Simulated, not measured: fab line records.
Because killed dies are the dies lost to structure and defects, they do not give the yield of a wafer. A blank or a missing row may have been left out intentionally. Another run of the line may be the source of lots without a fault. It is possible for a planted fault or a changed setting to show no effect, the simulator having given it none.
Split-lot experiment | flow n5_finfet | on a route of 1938 steps: 7 lots, 21 wafers read

== THE SPLIT ==
At N5_BEOL_M4_DESCUM_33 (chemistry O2, time 7 s), the setting time_s was moved away from the recipe's 7 s on 8 of the 21 wafers read, by -21.9% to +10.0%. For the rest of the wafers, this setting stayed at what the recipe calls for.

== SPLIT TO READING: what lies between them in the file, 1 step ==
- N5_BEOL_M4_ETCH_77: etches underlayer in N2/H2, target depth 6.5 nm, time 5.2 s

== THE READING ==
CAR-EUV_of_BEOL_M4_COAT_22.thk_nm (the simulator's own value, which no gauge read), in nm, at N5_BEOL_M4_ETCH_69 (etches SiARC in CF4, target depth 15.6 nm, time 26 s). There is no usual value for it anywhere in the file. Across the 13 wafers here that went through the recipe, the average is 11.1 nm and the standard deviation 0.12 nm.

wafer  | tool, chamber at the split | time_s as run, s | against the recipe | CAR-EUV_of_BEOL_M4_COAT_22.thk_nm, nm | against lot-mates on the recipe
L082.1 | rie_diel-05, 1             | 7                | recipe             | 11                                    | -
L082.2 | rie_diel-05, 3,2           | 5.58             | -20.3%             | 11.8                                  | +0.8
L082.4 | rie_diel-05, 3,2           | 5.58             | -20.3%             | 11.8                                  | +0.8
L077.2 | rie_diel-05, 3             | 7.703            | +10.0%             | 10.8                                  | -0.2
L077.4 | rie_diel-05, 1             | 7.703            | +10.0%             | 10.8                                  | -0.2
L077.5 | rie_diel-05, 2             | 7                | recipe             | 11                                    | -
L083.2 | rie_diel-04, 1             | 7                | recipe             | 11                                    | -
L083.5 | rie_diel-04, 1             | 7                | recipe             | 11                                    | -
L083.4 | rie_diel-04, 0             | 7                | recipe             | 11.2                                  | -
L086.1 | rie_diel-03, 0,3           | 7                | recipe             | 11.2                                  | -
L086.3 | rie_diel-03, 2             | 5.733            | -18.1%             | 12                                    | +0.7
L086.5 | rie_diel-03, 0,3           | 7                | recipe             | 11.4                                  | -
L087.1 | rie_diel-04, 1             | 5.468            | -21.9%             | 11.8                                  | +0.6
L087.2 | rie_diel-04, 2             | 5.468            | -21.9%             | 11.8                                  | +0.6
L087.4 | rie_diel-04, 0             | 7                | recipe             | 11.2                                  | -
L090.2 | rie_diel-03, 2             | 7                | recipe             | 11.2                                  | -
L090.3 | rie_diel-03, 0             | 7                | recipe             | 11.2                                  | -
L090.5 | rie_diel-03, 2             | 6.597            | -5.8%              | 11.4                                  | +0.2
L092.1 | rie_diel-04, 2,1           | 7                | recipe             | 11.2                                  | -
L092.2 | rie_diel-04, 2,1           | 7                | recipe             | 11                                    | -
L092.4 | rie_diel-04, 3             | 7                | recipe             | 11                                    | -
If several chambers appear in one row, that row covers several wafers at once and the file leaves open which wafer was in which chamber.

FIT RESULTS
A straight line over all 21 wafers: CAR-EUV_of_BEOL_M4_COAT_22.thk_nm changes by -0.0342 nm for each +1% of time_s; r = -0.94; the points scatter about the line by 0.12 nm.
The same after taking each lot's own level away (the mean of its wafers on the recipe; 21 wafers): -0.0318 nm for each +1%; r = -0.96; scatter 0.095 nm.
That fit puts the effect of the largest move of time_s on the reading at 0.7 nm.
Across the lots, their own levels run from 11.00 to 11.30 nm, a range of 2.4 times the standard deviation given above.
Consequently the slope shifts little with the lot-to-lot level, the two slopes agreeing.
Check: for one of the wafers moved furthest among these (-21.9%), held out of the fit, the line's prediction against its lot-mates is +0.75 nm. It came out at +0.6 nm against them.

== THESE WAFERS: OTHER SPLITS ==
These wafers also went through other splits before the reading. Each is held against what the fit with the lots' levels taken away leaves over:
other split on the same wafers | wafers away from the commonest value | r with CAR-EUV_of_BEOL_M4_COAT_22.thk_nm (lot level and that fit taken away)
N5_BEOL_M4_COAT_73 spin_rpm    | 6                                    | +0.13

== THE WHOLE CHAIN: every reading that the file lists as answering this split, in the file's order ==
step                 | what it does                                                | reading                                                                            | change (the file's fit)                | r (the file's)
N5_BEOL_M4_DESCUM_33 | chemistry O2, time 7 s                                      | CAR-EUV_of_BEOL_M4_COAT_22.thk_nm (the simulator's own value, which no gauge read) | -0.031 nm for each +1% of the setting  | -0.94
N5_BEOL_M4_ETCH_77   | etches underlayer in N2/H2, target depth 6.5 nm, time 5.2 s | CAR-EUV_of_BEOL_M4_COAT_22.thk_nm (the simulator's own value, which no gauge read) | -0.0335 nm for each +1% of the setting | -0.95
N5_BEOL_M4_ETCH_69   | etches SiARC in CF4, target depth 15.6 nm, time 26 s        | CAR-EUV_of_BEOL_M4_COAT_22.thk_nm (the simulator's own value, which no gauge read) | -0.0334 nm for each +1% of the setting | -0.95

== THE FILE'S OWN FIT ==
CAR-EUV_of_BEOL_M4_COAT_22.thk_nm changes by -0.0334 nm for each +1% of time_s, r = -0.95.
